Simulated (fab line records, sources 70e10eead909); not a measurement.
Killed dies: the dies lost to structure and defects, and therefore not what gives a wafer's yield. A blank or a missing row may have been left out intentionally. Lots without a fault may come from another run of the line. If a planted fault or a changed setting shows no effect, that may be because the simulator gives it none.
Which tool did it? / flow nand-harc / 13 lots with 39 wafers sampled at 6 steps, on a route of 1302 steps

WHAT THE GAUGES SHOWED, per wafer
NHARC_A_ONON_D1_THK_MEAS_08: measures by ellipsometry.
lot=L266; measured=day 7 18:10; on=film-metro-01; thk-nm (nm)=999 1001 1002
lot=L267; measured=day 8 08:58; on=film-metro-01; thk-nm (nm)=985 983 984
lot=L271; measured=day 10 03:26; on=film-metro-02; thk-nm (nm)=1001 1002 1004
lot=L273; measured=day 10 22:25; on=film-metro-01; thk-nm (nm)=1000 1000 1000
lot=L274; measured=day 11 09:58; on=film-metro-01; thk-nm (nm)=1008 1006 1009
lot=L276; measured=day 12 09:03; on=film-metro-01; thk-nm (nm)=993 993 991
lot=L278; measured=day 12 16:34; on=film-metro-02; thk-nm (nm)=1001 1000 1000
lot=L277; measured=day 12 16:34; on=film-metro-01; thk-nm (nm)=1018 1018 1017
lot=L280; measured=day 13 22:49; on=film-metro-01; thk-nm (nm)=990 988 989
lot=L281; measured=day 14 09:10; on=film-metro-02; thk-nm (nm)=1006 1007 1006
lot=L286; measured=day 15 23:42; on=film-metro-02; thk-nm (nm)=1626 1624 1625
lot=L287; measured=day 16 09:05; on=film-metro-01; thk-nm (nm)=985 984 985
lot=L289; measured=day 17 10:31; on=film-metro-02; thk-nm (nm)=1646 1647 1649

NHARC_A_ONON_D1_INSPECT_32.
lot=L266; measured=day 8 11:11; on=defect-inspect-02; raw-defect-count=52 97 69
lot=L267; measured=day 8 22:40; on=defect-inspect-02; raw-defect-count=129 125 98
lot=L271; measured=day 10 18:26; on=defect-inspect-02; raw-defect-count=34 34 39
lot=L273; measured=day 11 11:13; on=defect-inspect-01; raw-defect-count=93 113 94
lot=L274; measured=day 11 21:42; on=defect-inspect-02; raw-defect-count=104 58 85
lot=L276; measured=day 12 21:27; on=defect-inspect-01; raw-defect-count=45 62 56
lot=L278; measured=day 13 04:32; on=defect-inspect-02; raw-defect-count=41 60 53
lot=L277; measured=day 13 04:31; on=defect-inspect-01; raw-defect-count=48 40 40
lot=L280; measured=day 14 10:43; on=defect-inspect-01; raw-defect-count=78 56 76
lot=L281; measured=day 14 20:53; on=defect-inspect-01; raw-defect-count=45 52 66
lot=L286; measured=day 16 12:02; on=defect-inspect-02; raw-defect-count=89 108 156
lot=L287; measured=day 16 22:30; on=defect-inspect-02; raw-defect-count=87 43 75
lot=L289; measured=day 18 02:13; on=defect-inspect-01; raw-defect-count=56 48 78

NHARC_END_SORT_01.
lot=L286; measured=day 32 18:13; on=prober-01; killed-at-array=675 672 674; killed-at-other=0 0 0; killed-at-periphery=2 5 3; killed-dies=677 677 677; killed-open=1 3 6; killed-short=0 2 4
lot=L289; measured=day 33 23:45; on=prober-02; killed-at-array=675 673 674; killed-at-other=0 1 0; killed-at-periphery=2 3 3; killed-dies=677 677 677; killed-open=1 3 4; killed-short=4 2 2

WHICH TOOL RAN EACH LOT (tool, then ch and the chambers of the sampled wafers, then the start)
lot=L266; NHARC_P_BONDPAD_DEGAS_25=pvd-sputter-03, day 6 15:22; NHARC_P_BONDPAD_PVD_27=pvd-sputter-03, day 7 17:40 or earlier; NHARC_A_ONON_D1_DEP_06=pecvd-onon-03 ch 0, day 7 17:40
lot=L267; NHARC_P_BONDPAD_DEGAS_25=pvd-sputter-01, day 7 06:19; NHARC_P_BONDPAD_PVD_27=pvd-sputter-01, day 8 08:30 or earlier; NHARC_A_ONON_D1_DEP_06=pecvd-onon-02 ch 0, day 8 08:30
lot=L271; NHARC_P_BONDPAD_DEGAS_25=pvd-sputter-01, day 8 21:29; NHARC_P_BONDPAD_PVD_27=pvd-sputter-01, day 10 02:55 or earlier; NHARC_A_ONON_D1_DEP_06=pecvd-onon-02 ch 0, day 10 02:55
lot=L273; NHARC_P_BONDPAD_DEGAS_25=pvd-sputter-01, day 9 19:08; NHARC_P_BONDPAD_PVD_27=pvd-sputter-01, day 10 22:01 or earlier; NHARC_A_ONON_D1_DEP_06=pecvd-onon-01 ch 0, day 10 22:01
lot=L274; NHARC_P_BONDPAD_DEGAS_25=pvd-sputter-01, day 10 07:54; NHARC_P_BONDPAD_PVD_27=pvd-sputter-01, day 11 09:30 or earlier; NHARC_A_ONON_D1_DEP_06=pecvd-onon-02 ch 0, day 11 09:30
lot=L276; NHARC_P_BONDPAD_DEGAS_25=pvd-sputter-01, day 11 06:05; NHARC_P_BONDPAD_PVD_27=pvd-sputter-01, day 12 08:40 or earlier; NHARC_A_ONON_D1_DEP_06=pecvd-onon-02 ch 0, day 12 08:40
lot=L278; NHARC_P_BONDPAD_DEGAS_25=pvd-sputter-01, day 11 13:55; NHARC_P_BONDPAD_PVD_27=pvd-sputter-01, day 12 16:07 or earlier; NHARC_A_ONON_D1_DEP_06=pecvd-onon-02 ch 0, day 12 16:07
lot=L277; NHARC_P_BONDPAD_DEGAS_25=pvd-sputter-02, day 11 14:23; NHARC_P_BONDPAD_PVD_27=pvd-sputter-02, day 12 16:10 or earlier; NHARC_A_ONON_D1_DEP_06=pecvd-onon-03 ch 0, day 12 16:10
lot=L280; NHARC_P_BONDPAD_DEGAS_25=pvd-sputter-01, day 12 18:19; NHARC_P_BONDPAD_PVD_27=pvd-sputter-01, day 13 22:18 or earlier; NHARC_A_ONON_D1_DEP_06=pecvd-onon-02 ch 0, day 13 22:18
lot=L281; NHARC_P_BONDPAD_DEGAS_25=pvd-sputter-02, day 13 05:30; NHARC_P_BONDPAD_PVD_27=pvd-sputter-02, day 14 08:39 or earlier; NHARC_A_ONON_D1_DEP_06=pecvd-onon-02 ch 0, day 14 08:39
lot=L286; NHARC_P_BONDPAD_DEGAS_25=pvd-sputter-01, day 14 20:37; NHARC_P_BONDPAD_PVD_27=pvd-sputter-01, day 15 23:11 or earlier; NHARC_A_ONON_D1_DEP_06=pecvd-onon-02 ch 0, day 15 23:11
lot=L287; NHARC_P_BONDPAD_DEGAS_25=pvd-sputter-02, day 15 06:37; NHARC_P_BONDPAD_PVD_27=pvd-sputter-02, day 16 08:38 or earlier; NHARC_A_ONON_D1_DEP_06=pecvd-onon-01 ch 0, day 16 08:38
lot=L289; NHARC_P_BONDPAD_DEGAS_25=pvd-sputter-01, day 16 06:39; NHARC_P_BONDPAD_PVD_27=pvd-sputter-01, day 17 10:04 or earlier; NHARC_A_ONON_D1_DEP_06=pecvd-onon-02 ch 0, day 17 10:04
- NHARC_P_BONDPAD_DEGAS_25: time 60 s.
- NHARC_P_BONDPAD_PVD_27: deposits Cu, target thk 30 nm, time 20.49 s.
- NHARC_A_ONON_D1_DEP_06: target thk 1000 nm.

AS READ BY THE TOOLS THEMSELVES (means over the sampled wafers that have a number; for cases with no such wafer, the mark the record gives instead)
NHARC_P_BONDPAD_DEGAS_25.
lot=L266; tool=pvd-sputter-03; heater-power-w (W)=410
lot=L267; tool=pvd-sputter-01; heater-power-w (W)=468
lot=L271; tool=pvd-sputter-01; heater-power-w (W)=471
lot=L273; tool=pvd-sputter-01; heater-power-w (W)=467
lot=L274; tool=pvd-sputter-01; heater-power-w (W)=476
lot=L276; tool=pvd-sputter-01; heater-power-w (W)=462
lot=L278; tool=pvd-sputter-01; heater-power-w (W)=470
lot=L277; tool=pvd-sputter-02; heater-power-w (W)=525
lot=L280; tool=pvd-sputter-01; heater-power-w (W)=451
lot=L281; tool=pvd-sputter-02; heater-power-w (W)=506
lot=L286; tool=pvd-sputter-01; heater-power-w (W)=473
lot=L287; tool=pvd-sputter-02; heater-power-w (W)=510
lot=L289; tool=pvd-sputter-01; heater-power-w (W)=470

NHARC_P_BONDPAD_PVD_27.
lot=L266; tool=pvd-sputter-03; throttle-valve-pct (%)=30.2
lot=L267; tool=pvd-sputter-01; throttle-valve-pct (%)=30.1
lot=L271; tool=pvd-sputter-01; throttle-valve-pct (%)=30.7
lot=L273; tool=pvd-sputter-01; throttle-valve-pct (%)=31.3
lot=L274; tool=pvd-sputter-01; throttle-valve-pct (%)=30.3
lot=L276; tool=pvd-sputter-01; throttle-valve-pct (%)=30.1
lot=L278; tool=pvd-sputter-01; throttle-valve-pct (%)=31.3
lot=L277; tool=pvd-sputter-02; throttle-valve-pct (%)=30.5
lot=L280; tool=pvd-sputter-01; throttle-valve-pct (%)=30.5
lot=L281; tool=pvd-sputter-02; throttle-valve-pct (%)=30.2
lot=L286; tool=pvd-sputter-01; throttle-valve-pct (%)=30.3
lot=L287; tool=pvd-sputter-02; throttle-valve-pct (%)=29.4
lot=L289; tool=pvd-sputter-01; throttle-valve-pct (%)=29.8

NHARC_A_ONON_D1_DEP_06.
lot=L266; tool=pecvd-onon-03; sih4-flow-sccm (sccm)=210.2
lot=L267; tool=pecvd-onon-02; sih4-flow-sccm (sccm)=210.3
lot=L271; tool=pecvd-onon-02; sih4-flow-sccm (sccm)=209.3
lot=L273; tool=pecvd-onon-01; sih4-flow-sccm (sccm)=210.2
lot=L274; tool=pecvd-onon-02; sih4-flow-sccm (sccm)=209.9
lot=L276; tool=pecvd-onon-02; sih4-flow-sccm (sccm)=210.4
lot=L278; tool=pecvd-onon-02; sih4-flow-sccm (sccm)=210.0
lot=L277; tool=pecvd-onon-03; sih4-flow-sccm (sccm)=210.6
lot=L280; tool=pecvd-onon-02; sih4-flow-sccm (sccm)=210.5
lot=L281; tool=pecvd-onon-02; sih4-flow-sccm (sccm)=209.7
lot=L286; tool=pecvd-onon-02; sih4-flow-sccm (sccm)=210.3
lot=L287; tool=pecvd-onon-01; sih4-flow-sccm (sccm)=209.0
lot=L289; tool=pecvd-onon-02; sih4-flow-sccm (sccm)=209.9

THE ANSWER, worked out from the rows above alone
Rule: the usual values come from the lots themselves. The widest of any qualifying gaps counts: lots, ordered by their means at a reading, are off when they make up no more than a third of the lots, leave a main group of 4 or more, and stand apart from it by 3 or more times the standard deviation of that group's means. Not used: any main group whose means are identical at the precision the tables above print for the reading. Also off: a lot with no number at a reading for which 4 or more lots have one. All remaining lots with rows at the step are treated as sound. After the gauges, taken in route order, come the tools' own readings; for these a lot's mean is taken, as printed above. The first step at which some lot is off is used, and at that step the reading that is off furthest; a lot without a number counts as furthest.
Off: L286, L289 (NHARC_A_ONON_D1_THK_MEAS_08, thk-nm). Mean 999 nm and standard deviation 9.9 in the main group.
A tool fits if, at a process step before that reading, it ran every lot that is off, and no sound lot after the first of them. The gauges at NHARC_A_ONON_D1_THK_MEAS_08 are tried like those tools. Because NHARC_P_BONDPAD_PVD_27 lacks a start for some lots, the hours and order of its lots are taken from NHARC_A_ONON_D1_DEP_06. Can't be told from this: 3 tools fit, pvd-sputter-01 at NHARC_P_BONDPAD_DEGAS_25 and NHARC_P_BONDPAD_PVD_27, pecvd-onon-02 at NHARC_A_ONON_D1_DEP_06, film-metro-02 at NHARC_A_ONON_D1_THK_MEAS_08.

WHAT THE SIMULATOR PUT IN
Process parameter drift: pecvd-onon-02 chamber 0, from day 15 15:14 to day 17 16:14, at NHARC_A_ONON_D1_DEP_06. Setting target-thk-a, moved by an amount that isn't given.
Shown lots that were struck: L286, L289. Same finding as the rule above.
